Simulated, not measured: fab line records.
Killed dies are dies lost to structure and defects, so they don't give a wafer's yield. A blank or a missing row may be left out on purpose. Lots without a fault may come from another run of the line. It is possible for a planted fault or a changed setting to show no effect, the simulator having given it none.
fab line records | flow n5-finfet
record lots=7 wafers=21
route steps=1938 shown SD_EPI_P@321 SD_ACTIVATION@330 SDB@353 GATE_CUT@466
start-h: start of the lot's first displayed wafer, in hours after the record's first day | wait-h: hours elapsed since this lot's preceding step | " same as the row above | L1.1+2: one row covering several wafers at once | - value missing, or start not given | * or withheld: withheld | < > ~ a bound
route shown NAME@n: a module of which the file shows steps, and the number in the route of the first | usual: the fault-free wafers' mean and standard deviation | same: alike in all rows | chamber/n: place in a boat | sites: readings site by site | _std_site: standard deviation across them | _edge_site: mean of outer sites minus mean of inner sites | radius-mm: for every site, how far away it sits from the centre of the wafer | mask NAME#n: copy n | behind: tool/chamber where the wafer was last shaped | hold: what put the lot on hold/how long, in hours/how the hold closed | device: the n, p or np transistor that did not switch | end of line: at the end of the route, the tests of the same wafers | a step with no rows: only its recipe | killed: count of dies lost to structure and defects at first sort (not the wafer's yield) | map: per-die view of a wafer (x killed, . not killed, _ where there is no die)
set.NAME: the setting the step ran with; set.NAME@STEP: the setting that earlier step ran with | model.NAME: the simulator's own value behind a step, which no gauge read
lots whose settings were changed on purpose; a table a step, a row a wafer
## steps
# step N5_SD_EPI_P_EPI_21
# recipe material=SiGe:B dopant=B temp-c=550 pressure-torr=20 ambient=H2 time-s=355
# columns lot.wafer tool chamber start-h wait-h set.time-s model.SiGe-B_of_SD_EPI_P_EPI_21.thk-nm
L080.1+6 epi-rpcvd-03 0 95.06 0.1 355 61.4
L080.3 " 0 " " 355 60.6
L083.2 epi-rpcvd-01 0 111.16 0.5 355 60.2
L083.4+6 " 0 " " 355 60.6
L084.1 epi-rpcvd-01 0 114.62 0.1 355 62.2
L084.3 " 0 " " 355 61.6
L084.6 " 0 116.42 1.8 320.7 58.2
L086.1 epi-rpcvd-03 0 127.00 0.1 321.7 57
L086.4 " 0 128.08 1.1 355 61.6
L086.6 " 0 " " 355 60.6
L090.1 epi-rpcvd-04 0 150.74 0.1 355 59.4
L090.3 " 0 " " 380.6 61.6
L090.5 " 0 " " 355 59
L093.2 epi-rpcvd-04 0 171.42 0.6 355 61
L093.3 " 0 " " 355 61.6
L093.5 " 0 " " 355 60.4
L097.2+3 epi-rpcvd-03 0 200.13 0.6 355 60.8
L097.5 " 0 201.57 2.0 419.5 68.2
# step N5_SD_EPI_P_EPI_MEAS_23
# recipe mode=xrd
# usual thk-nm=60.8/1.3
# columns lot.wafer tool chamber start-h wait-h set.time-s@SD_EPI_P_EPI_21 thk-nm
L080.1 film-metro-01 - 97.28 1.9 355 60.4
L080.3 " - " " 355 61.2
L080.6 " - " " 355 62.1
L083.2 film-metro-02 - 113.01 1.5 355 59.9
L083.4 " - " " 355 60.2
L083.6 " - " " 355 60.6
L084.1 film-metro-02 - 116.82 1.8 355 61.6
L084.3 " - " " 355 60.2
L084.6 " - " " 320.7 57.3
L086.1 film-metro-02 - 129.19 1.8 321.7 58.7
L086.4 " - " " 355 60.4
L086.6 " - " " 355 60.2
L090.1 film-metro-01 - 152.93 1.8 355 58.6
L090.3 " - " " 380.6 60.3
L090.5 " - " " 355 59.9
L093.2 film-metro-01 - 173.87 2.0 355 59.2
L093.3 " - " " 355 62.0
L093.5 " - " " 355 61.1
L097.2 film-metro-02 - 202.57 2.0 355 60.5
L097.3 " - " " 355 59.7
L097.5 " - " " 419.5 68.6
# step N5_SD_EPI_P_HM_STRIP_48
# recipe chemistry=H3PO4 temp-c=160 material=SiNx target=SiNx target-depth-a=30 overetch-fraction=0.3
# step N5_SD_EPI_P_SRD_49
# recipe dry=ipa-marangoni time-s=30 temp-c=23 rinse-liquid=diw
# step N5_SD_ACTIVATION_RTA_00
# recipe temp-c=975 time-s=0 ambient=N2 idle-temp-c=600 ramp-up-c-per-s=150 ramp-down-c-per-s=60 cool-to-c=600
# step N5_SD_ACTIVATION_LSA_01
# recipe temp-c=1080 time-s=0.0008 ambient=N2
# step N5_SD_ACTIVATION_RS_MEAS_03
# recipe thk-meas-gauge=four-point-probe
# usual RS_SD_N=21.92/0.28 RS_SD_P=56.1/0.97
# columns lot.wafer tool chamber start-h wait-h set.time-s@SD_EPI_P_EPI_21 RS_SD_N[ohm/sq] RS_SD_P[ohm/sq]
L080.1 film-metro-01 - 97.89 0.2 355 21.97 54.7
L080.3 " - " " 355 21.50 55.8
L080.6 " - " " 355 21.94 54.9
L083.2 film-metro-01 - 113.86 0.2 355 21.63 58.0
L083.4 " - " " 355 21.45 57.2
L083.6 " - " " 355 21.98 56.9
L084.1 film-metro-02 - 117.47 0.2 355 22.07 55.8
L084.3 " - " " 355 22.18 55.6
L084.6 " - " " 320.7 22.21 58.6
L086.1 film-metro-01 - 129.80 0.2 321.7 21.89 59.7
L086.4 " - " " 355 22.19 55.1
L086.6 " - " " 355 22.21 56.3
L090.1 film-metro-02 - 153.57 0.2 355 22.20 58.1
L090.3 " - " " 380.6 22.12 56.0
L090.5 " - " " 355 22.40 58.8
L093.2 film-metro-02 - 174.84 0.2 355 22.06 56.1
L093.3 " - " " 355 22.18 55.9
L093.5 " - " " 355 22.18 56.7
L097.2 film-metro-02 - 203.37 0.2 355 21.77 55.4
L097.3 " - " " 355 21.89 55.6
L097.5 " - " " 419.5 21.86 49.1
# step N5_SDB_EXPOSE_08
# recipe mask-id=SDB na=1.35 source-shape=conventional sigma-outer=0.5 polarization=unpolarized dose-mj=49.6
# columns lot.wafer tool chamber start-h wait-h mask set.dose-mj
L080.1+3+6 arfi-scanner-01 0 104.85 - SDB#0 49.6
L083.2+4 arfi-scanner-01 0 122.79 - SDB#0 53.04
L083.6 " 0 " " SDB#0 49.6
L084.1+3+6 arfi-scanner-01 0 124.53 - SDB#0 49.6
L086.1+6 arfi-scanner-03 0 136.83 - SDB#0 49.6
L086.4 " 0 " " SDB#0 52.94
L090.1+3+5 arfi-scanner-03 0 160.73 - SDB#0 49.6
L093.2+3+5 arfi-scanner-01 0 182.67 - SDB#0 49.6
L097.2+3 arfi-scanner-03 0 210.70 - SDB#0 49.6
L097.5 " 0 " " SDB#0 46.04
# step N5_SDB_PEB_09
# recipe peb-temp-c=withheld peb-time-s=60 resist=CAR-ArF
# step N5_SDB_DEVELOP_10
# recipe develop-time-s=30 developer=TMAH resist=CAR-ArF rinse-liquid=diw dry=air-spin dev-temp-c=23
# step N5_SDB_CD_MEAS_11
# recipe target-cd-nm=50 landing-energy-ev=500 detector=se-inlens polarity=opening
# usual cd-nm=49.5/1.9
# columns lot.wafer tool chamber start-h wait-h set.dose-mj@SDB_EXPOSE_08 cd-nm
L080.1 cd-sem-02 0 104.97 - 49.6 52.3
L080.3 " 0 " " 49.6 52.4
L080.6 " 0 " " 49.6 49.1
L083.2 cd-sem-01 0 122.91 - 53.04 56.0
L083.4 " 0 " " 53.04 58.6
L083.6 " 0 " " 49.6 47.3
L084.1 cd-sem-01 0 124.65 - 49.6 49.5
L084.3 " 0 " " 49.6 48.4
L084.6 " 0 " " 49.6 49.8
L086.1 cd-sem-03 0 136.96 - 49.6 50.4
L086.4 " 0 " " 52.94 57.5
L086.6 " 0 " " 49.6 48.8
L090.1 cd-sem-01 0 160.85 - 49.6 48.9
L090.3 " 0 " " 49.6 47.0
L090.5 " 0 " " 49.6 50.0
L093.2 cd-sem-02 0 182.79 - 49.6 47.8
L093.3 " 0 " " 49.6 50.2
L093.5 " 0 " " 49.6 46.7
L097.2 cd-sem-02 0 210.82 - 49.6 47.4
L097.3 " 0 " " 49.6 49.4
L097.5 " 0 " " 46.04 41.9
# step N5_SDB_ETCH_18
# recipe chemistry=N2/H2 target=SOC target-depth-a=1000 overetch-a=200 mask-material=SiARC temp-c=40 time-s=150 ion-energy-ev=200 pressure-mtorr=30 source-w=840 bias-w=150 n2-flow-sccm=200 h2-flow-sccm=200
# usual rf-vpp-V=524.1/2.5
# columns lot.wafer tool chamber start-h wait-h set.source-w rf-vpp-V
L080.1 rie-diel-06 0 105.54 0.0 840 522.3
L080.3 " 3 " " 840 525.4
L080.6 " 3 " " 840 526.0
L083.2 rie-diel-04 0 123.07 0.0 840 526.6
L083.4 " 1 " " 753.7 545.6
L083.6 " 2 " " 753.7 543.7
L084.1 rie-diel-06 0 124.81 0.0 840 522.8
L084.3 " 2 " " 939.4 508.3
L084.6 " 1 " " 840 523.4
L086.1 rie-diel-04 3 137.12 0.0 840 522.3
L086.4 " 2 " " 951.9 501.6
L086.6 " 0 " " 951.9 505.9
L090.1 rie-diel-06 1 161.08 0.0 840 524.1
L090.3 " 3 " " 919.8 509.0
L090.5 " 2 " " 840 528.5
L093.2 rie-diel-05 0 182.95 0.0 800.7 529.0
L093.3 " 3 " " 800.7 534.0
L093.5 " 3 " " 800.7 535.1
L097.2 rie-diel-06 3 210.98 0.0 840 523.7
L097.3 " 1 " " 840 522.7
L097.5 " 1 " " 840 522.5
# step N5_GATE_CUT_ETCH_56
# recipe chemistry=Cl2/Ar target=TiN target-depth-a=216 pressure-mtorr=10 icp-w=600 bias-w=60 Cl2_flow_sccm=40 Ar_flow_sccm=60
# columns lot.wafer tool chamber start-h wait-h set.icp-w model.etch.depth-nm
L080.1 rie-metal-03 1 119.77 0.1 600 21.74
L080.3 " 1 " " 600 21.76
L080.6 " 1 " " 600 21.83
L083.2 rie-metal-02 0 136.95 0.1 530.8 18.54
L083.4 " 0 " " 600 20.73
L083.6 " 1 " " 530.8 18.33
L084.1 rie-metal-02 1 138.90 0.1 600 20.06
L084.3 " 1 " " 657.5 22.1
L084.6 " 0 " " 657.5 22.56
L086.1 rie-metal-01 1 151.28 0.1 671.6 22.83
L086.4 " 1 " " 671.6 22.84
L086.6 " 0 " " 600 21.78
L090.1 rie-metal-03 1 174.74 0.1 600 21.93
L090.3 " 0 " " 600 21.43
L090.5 " 1 " " 600 21.87
L093.2 rie-metal-02 0 196.60 0.1 546.9 19.07
L093.3 " 1 " " 546.9 19.02
L093.5 " 0 " " 600 20.71
L097.2 rie-metal-02 1 224.76 0.1 600 20.42
L097.3 " 1 " " 493.7 17.14
L097.5 " 0 " " 493.7 17.62
# step N5_GATE_CUT_ETCH_58
# recipe chemistry=CH3F/O2 target=SiNx target-depth-a=170 time-s=128.6 ion-energy-ev=50 pressure-mtorr=30 source-w=415 bias-w=21 Ar_flow_sccm=150 CH3F_flow_sccm=30 O2_flow_sccm=20
# columns lot.wafer tool chamber start-h wait-h set.time-s model.etch.depth-nm model.SiNx_of_SDB_ALD_29.thk-nm
L080.1 rie-diel-01 3 119.94 0.0 128.6 16.2 24.6
L080.3 " 0 " " 128.6 17.18 24.6
L080.6 " 3 " " 128.6 16.31 24.6
L083.2 rie-diel-02 1 137.25 0.2 128.6 16.28 24.4
L083.4 " 3 " " 128.6 17.52 24.6
L083.6 " 3 " " 128.6 17.58 24.2
L084.1 rie-diel-02 2 139.07 0.0 99.78 13.3 25
L084.3 " 1 " " 128.6 16.3 24.6
L084.6 " 1 " " 99.78 12.58 25.2
L086.1 rie-diel-02 0 151.45 0.0 128.6 17.68 24.4
L086.4 " 1 " " 128.6 16.6 24.6
L086.6 " 1 " " 128.6 16.39 24.8
L090.1 rie-diel-01 1 174.91 0.0 128.6 16.14 24.2
L090.3 " 2 " " 128.6 17.27 24.4
L090.5 " 2 " " 103.2 13.95 24.8
L093.2 rie-diel-03 2 196.77 0.0 101.8 13.47 25
L093.3 " 1 " " 101.8 12.74 25.2
L093.5 " 2 " " 128.6 16.92 24.6
L097.2 rie-diel-02 2 224.94 0.0 128.6 17.2 24.6
L097.3 " 3 " " 107.5 14.51 25
L097.5 " 2 " " 128.6 17.18 24.6
# step N5_GATE_CUT_HM_DEP_46
# recipe material=SiO2 target-thk-a=1300 temp-c=400 precursor=TEOS/O2 pressure-torr=6.5 rf-w=900 teos-flow-sccm=161.4 gas=O2 flow-sccm=2650 time-s=26.6
# columns lot.wafer tool chamber start-h wait-h set.time-s model.SiO2_of_GATE_CUT_HM_DEP_46.thk-nm
L080.1 pecvd-03 2 123.00 0.0 26.6 126.8
L080.3 " 0 " " 26.6 129.4
L080.6 " 1 " " 26.6 129.6
L083.2 pecvd-02 1 140.17 0.0 26.6 131
L083.4 " 1 " " 26.6 131.8
L083.6 " 2 " " 22.75 111.4
L084.1 pecvd-01 2 141.99 0.0 26.6 131
L084.3 " 1 " " 26.6 134.2
L084.6 " 0 " " 26.6 135.2
L086.1 pecvd-02 1 154.88 0.0 28.72 139.8
L086.4 " 2 " " 28.72 141.4
L086.6 " 1 " " 28.72 142
L090.1 pecvd-03 2 177.83 0.0 26.6 125.2
L090.3 " 0 " " 26.6 128.6
L090.5 " 2 " " 26.6 128.2
L093.2 pecvd-02 1 199.68 0.0 26.6 131.4
L093.3 " 0 " " 25.53 123.6
L093.5 " 1 " " 26.6 133.8
L097.2 pecvd-03 1 227.87 0.0 26.6 123.6
L097.3 " 0 " " 26.6 130
L097.5 " 0 " " 28.42 139
# step N5_GATE_CUT_EXPOSE_10
# recipe mask-id=GATE_CUT na=0.33 source-shape=annular sigma-inner=0.35 sigma-outer=0.8 polarization=unpolarized target-cd-nm=20 dose-mj=43.25
# columns lot.wafer tool chamber start-h wait-h mask set.dose-mj
L080.1+3+6 euv-scanner-02 0 123.33 - GATE_CUT#0 43.25
L083.2+4 euv-scanner-01 0 140.38 - GATE_CUT#0 45.22
L083.6 " 0 " " GATE_CUT#0 43.25
L084.1+3+6 euv-scanner-01 0 142.19 - GATE_CUT#0 43.25
L086.1+4 euv-scanner-01 0 155.08 - GATE_CUT#0 44.83
L086.6 " 0 " " GATE_CUT#0 43.25
L090.1+3+5 euv-scanner-02 0 178.16 - GATE_CUT#0 43.25
L093.2+3+5 euv-scanner-02 0 199.89 - GATE_CUT#0 43.25
L097.2+5 euv-scanner-01 0 228.24 - GATE_CUT#0 40.03
L097.3 " 0 " " GATE_CUT#0 43.25
# step N5_GATE_CUT_PEB_11
# recipe peb-temp-c=100 peb-time-s=60 resist=CAR-EUV
# step N5_GATE_CUT_DEVELOP_12
# recipe develop-time-s=30 developer=TMAH resist=CAR-EUV rinse-liquid=surfactant-rinse dry=air-spin dev-temp-c=23
# step N5_GATE_CUT_CD_MEAS_13
# recipe target-cd-nm=20 landing-energy-ev=500 detector=se-inlens
# usual cd-nm=19.80/0.23
# columns lot.wafer tool chamber start-h wait-h set.dose-mj@GATE_CUT_EXPOSE_10 cd-nm
L080.1 cd-sem-03 0 123.46 - 43.25 19.82
L080.3 " 0 " " 43.25 19.76
L080.6 " 0 " " 43.25 19.80
L083.2 cd-sem-02 0 140.50 - 45.22 20.69
L083.4 " 0 " " 45.22 20.83
L083.6 " 0 " " 43.25 20.08
L084.1 cd-sem-01 0 142.33 - 43.25 20.16
L084.3 " 0 " " 43.25 20.03
L084.6 " 0 " " 43.25 20.01
L086.1 cd-sem-03 0 155.22 - 44.83 20.35
L086.4 " 0 " " 44.83 20.14
L086.6 " 0 " " 43.25 19.64
L090.1 cd-sem-02 0 178.29 - 43.25 19.80
L090.3 " 0 " " 43.25 19.54
L090.5 " 0 " " 43.25 19.98
L093.2 cd-sem-03 0 200.02 - 43.25 19.79
L093.3 " 0 " " 43.25 20.13
L093.5 " 0 " " 43.25 19.62
L097.2 cd-sem-02 0 228.36 - 40.03 17.71
L097.3 " 0 " " 43.25 19.79
L097.5 " 0 " " 40.03 17.94
# step N5_GATE_CUT_DESCUM_18
# recipe chemistry=O2 time-s=7 source-power-w=50 bias-power-w=20 pressure-mtorr=20 rf-frequency-hz=2.712e+07 temp-c=40 resist=CAR-EUV o2-flow-sccm=225
# columns lot.wafer tool chamber start-h wait-h set.dose-mj@GATE_CUT_EXPOSE_10 model.GATE_CUT.cd-nm
L080.1 rie-diel-03 1 123.59 0.0 43.25 19.6
L080.3 " 2 " " 43.25 20
L080.6 " 0 " " 43.25 19.8
L083.2 rie-diel-01 1 140.63 0.0 45.22 20.4
L083.4 " 2 " " 45.22 20.8
L083.6 " 1 " " 43.25 19.6
L084.1+3+6 rie-diel-02 3,0,1 142.45 0.0 43.25 20
L086.1 rie-diel-02 2 155.50 0.2 44.83 20.2
L086.4 " 0 " " 44.83 20.6
L086.6 " 2 " " 43.25 19.6
L090.1+5 rie-diel-03 3,2 178.62 0.2 43.25 20
L090.3 " 1 " " 43.25 19.6
L093.2+5 rie-diel-01 2 200.63 0.5 43.25 19.8
L093.3 " 3 " " 43.25 19.6
L097.2 rie-diel-02 3 228.48 0.0 40.03 17.8
L097.3 " 1 " " 43.25 19.8
L097.5 " 3 " " 40.03 18.2
# step N5_GATE_CUT_ETCH_28
# recipe chemistry=N2/H2 target=underlayer target-depth-a=130 mask-material=CAR-EUV time-s=10.4 ion-energy-ev=200 pressure-mtorr=30 source-w=840 bias-w=150 n2-flow-sccm=200 h2-flow-sccm=200 ends=cleared
# step N5_GATE_CUT_ETCH_36
# recipe chemistry=CF4 target=SiARC target-depth-a=130 mask-material=CAR-EUV time-s=21.7 ion-energy-ev=80 pressure-mtorr=40 source-w=545 bias-w=36 Ar_flow_sccm=100 cf4-flow-sccm=100 ends=cleared
# columns lot.wafer tool chamber start-h wait-h set.dose-mj@GATE_CUT_EXPOSE_10 model.GATE_CUT.cd-nm
L080.1 rie-diel-03 1 123.65 0.0 43.25 19.4
L080.3+6 " 2,0 " " 43.25 20
L083.2 rie-diel-01 1 140.68 0.0 45.22 20.4
L083.4 " 2 " " 45.22 20.8
L083.6 " 1 " " 43.25 19.8
L084.1 rie-diel-02 3 142.50 0.0 43.25 20
L084.3 " 0 " " 43.25 19.8
L084.6 " 1 " " 43.25 20.2
L086.1 rie-diel-02 2 155.56 0.0 44.83 20.2
L086.4 " 0 " " 44.83 20.4
L086.6 " 2 " " 43.25 19.4
L090.1+5 rie-diel-03 3,2 178.67 0.0 43.25 20.2
L090.3 " 1 " " 43.25 19.6
L093.2+5 rie-diel-01 2 200.68 0.0 43.25 20
L093.3 " 3 " " 43.25 19.4
L097.2 rie-diel-02 3 228.54 0.0 40.03 17.8
L097.3 " 1 " " 43.25 20
L097.5 " 3 " " 40.03 18.2
# step N5_GATE_CUT_ETCH_37
# recipe chemistry=N2/H2 target=SOC target-depth-a=600 overetch-a=120 mask-material=SiARC temp-c=40 time-s=90 ion-energy-ev=200 pressure-mtorr=30 source-w=840 bias-w=150 n2-flow-sccm=200 h2-flow-sccm=200
# step N5_GATE_CUT_STRIP_38
# recipe chemistry=N2/H2 temp-c=40 n2-flow-sccm=200 h2-flow-sccm=200 rf-frequency-hz=6e+07
# step N5_GATE_CUT_STRIP_39
# recipe chemistry=N2/H2 temp-c=40 n2-flow-sccm=200 h2-flow-sccm=200 rf-frequency-hz=6e+07
# step N5_GATE_CUT_HM_OPEN_40
# recipe chemistry=C4F6/O2 target=SiO2 mask-material=SiARC target-depth-a=1390 time-s=85.1 ion-energy-ev=250 pressure-mtorr=30 source-w=345 bias-w=185 Ar_flow_sccm=300 C4F6_flow_sccm=10 O2_flow_sccm=10 ends=cleared
# columns lot.wafer tool chamber start-h wait-h set.time-s@GATE_CUT_HM_DEP_46 model.etch.depth-nm model.SOC_of_GATE_CUT_COAT_34.thk-nm
L080.1 rie-diel-03 1 123.76 0.0 26.6 126.9 33.4
L080.3 " 2 " " 26.6 129.3 32.4
L080.6 " 0 " " 26.6 129.5 32.6
L083.2 rie-diel-01 1 140.79 0.0 26.6 131 32.4
L083.4 " 2 " " 26.6 131.9 32.6
L083.6 " 1 " " 22.75 111.5 36.6
L084.1 rie-diel-02 3 142.61 0.0 26.6 131 33
L084.3 " 0 " " 26.6 134.2 32.2
L084.6 " 1 " " 26.6 135.3 31.2
L086.1 rie-diel-02 2 155.67 0.0 28.72 139.7 30
L086.4 " 0 " " 28.72 141.5 30.2
L086.6 " 2 " " 28.72 142 29.6
L090.1 rie-diel-03 3 178.78 0.0 26.6 125.1 33.4
L090.3 " 1 " " 26.6 128.6 33.2
L090.5 " 2 " " 26.6 128.1 32.8
L093.2 rie-diel-01 2 200.79 0.0 26.6 131.4 32.2
L093.3 " 3 " " 25.53 123.6 33.8
L093.5 " 2 " " 26.6 133.7 31.8
L097.2 rie-diel-02 3 228.65 0.0 26.6 123.5 34.4
L097.3 " 1 " " 26.6 130 32.4
L097.5 " 3 " " 28.42 139.1 31.2
# step N5_GATE_CUT_STRIP_41
# recipe chemistry=CF4 resist=SiARC power-w=300 bias-power-w=75 pressure-mtorr=50 cf4-flow-sccm=150 rf-frequency-hz=6e+07
# step N5_GATE_CUT_STRIP_42
# recipe chemistry=O2 power-w=400 temp-c=40 pressure-mtorr=30 rf-frequency-hz=6e+07 bias-power-w=0 overash-fraction=0.3 o2-flow-sccm=225
# step N5_GATE_CUT_CMP_23
# recipe stop-on=SiO2 t-overpolish-s=23.4 post-cmp-clean=alkaline-brush down-force-psi=2.5 platen-rpm=51.8 pad-velocity-m-s=1.0307 target-thk-nm=16
# step N5_GATE_CUT_CMP_43
# recipe material=SiO2 post-cmp-clean=rinse-only
# columns lot.wafer tool chamber start-h wait-h set.time-s@GATE_CUT_HM_DEP_46 model.SiO2_of_GATE_CUT_HM_DEP_46.thk-nm
L080.3+6 cmp-04 1,0 126.87 0.2 26.6 5
L080.1 " 2 " " 26.6 4.8
L083.4+2 cmp-01 0,1 143.41 0.0 26.6 5
L083.6 " 0 " " 22.75 4.2
L084.1 cmp-01 1 145.26 0.2 26.6 5
L084.3+6 " 2,3 " " 26.6 5.2
L086.1 cmp-01 0 158.67 0.2 28.72 5.4
L086.4+6 " 1,2 " " 28.72 5.6
L090.3+5 cmp-04 2,1 181.50 0.1 26.6 5
L090.1 " 3 " " 26.6 4.8
L093.3 cmp-04 2 203.28 0.0 25.53 4.8
L093.2 " 1 " " 26.6 5
L093.5 " 3 " " 26.6 5.2
L097.2 cmp-01 0 231.14 0.0 26.6 4.6
L097.3 " 1 " " 26.6 5
L097.5 " 0 " " 28.42 5.4
## key
split step=N5_SD_EPI_P_EPI_21 setting=time-s stated=355 by=wafer
response step=N5_SD_EPI_P_EPI_21 reading=model.SiGe-B_of_SD_EPI_P_EPI_21.thk-nm change=+0.401 per=1% r=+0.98
response step=N5_SD_EPI_P_EPI_MEAS_23 reading=thk-nm change=* per=1% r=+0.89
response step=N5_SD_ACTIVATION_RS_MEAS_03 reading=RS_SD_P change=-0.354 per=1% r=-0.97
split step=N5_SDB_EXPOSE_08 setting=dose-mj stated=49.6 by=wafer
response step=N5_SDB_CD_MEAS_11 reading=cd-nm change=+1.16 per=1% r=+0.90
split step=N5_SDB_ETCH_18 setting=source-w stated=840 by=wafer
response step=N5_SDB_ETCH_18 reading=rf-vpp-V change=-1.51 per=1% r=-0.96
split step=N5_GATE_CUT_ETCH_56 setting=icp-w stated=600 by=wafer
response step=N5_GATE_CUT_ETCH_56 reading=model.etch.depth-nm change=+0.17 per=1% r=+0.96
split step=N5_GATE_CUT_ETCH_58 setting=time-s stated=128.6 by=wafer
response step=N5_GATE_CUT_ETCH_58 reading=model.etch.depth-nm change=+0.159 per=1% r=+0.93
response step=N5_GATE_CUT_ETCH_58 reading=model.SiNx_of_SDB_ALD_29.thk-nm change=-0.0239 per=1% r=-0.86
split step=N5_GATE_CUT_HM_DEP_46 setting=time-s stated=26.6 by=wafer
response step=N5_GATE_CUT_HM_DEP_46 reading=model.SiO2_of_GATE_CUT_HM_DEP_46.thk-nm change=+1.5 per=1% r=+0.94
response step=N5_GATE_CUT_HM_OPEN_40 reading=model.etch.depth-nm change=+1.5 per=1% r=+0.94
response step=N5_GATE_CUT_HM_OPEN_40 reading=model.SOC_of_GATE_CUT_COAT_34.thk-nm change=-0.3 per=1% r=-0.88
response step=N5_GATE_CUT_CMP_43 reading=model.SiO2_of_GATE_CUT_HM_DEP_46.thk-nm change=+0.062 per=1% r=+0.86
split step=N5_GATE_CUT_EXPOSE_10 setting=dose-mj stated=43.25 by=wafer
response step=N5_GATE_CUT_CD_MEAS_13 reading=cd-nm change=+0.222 per=1% r=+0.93
response step=N5_GATE_CUT_DESCUM_18 reading=model.GATE_CUT.cd-nm change=+0.233 per=1% r=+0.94
response step=N5_GATE_CUT_ETCH_36 reading=model.GATE_CUT.cd-nm change=+0.244 per=1% r=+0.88
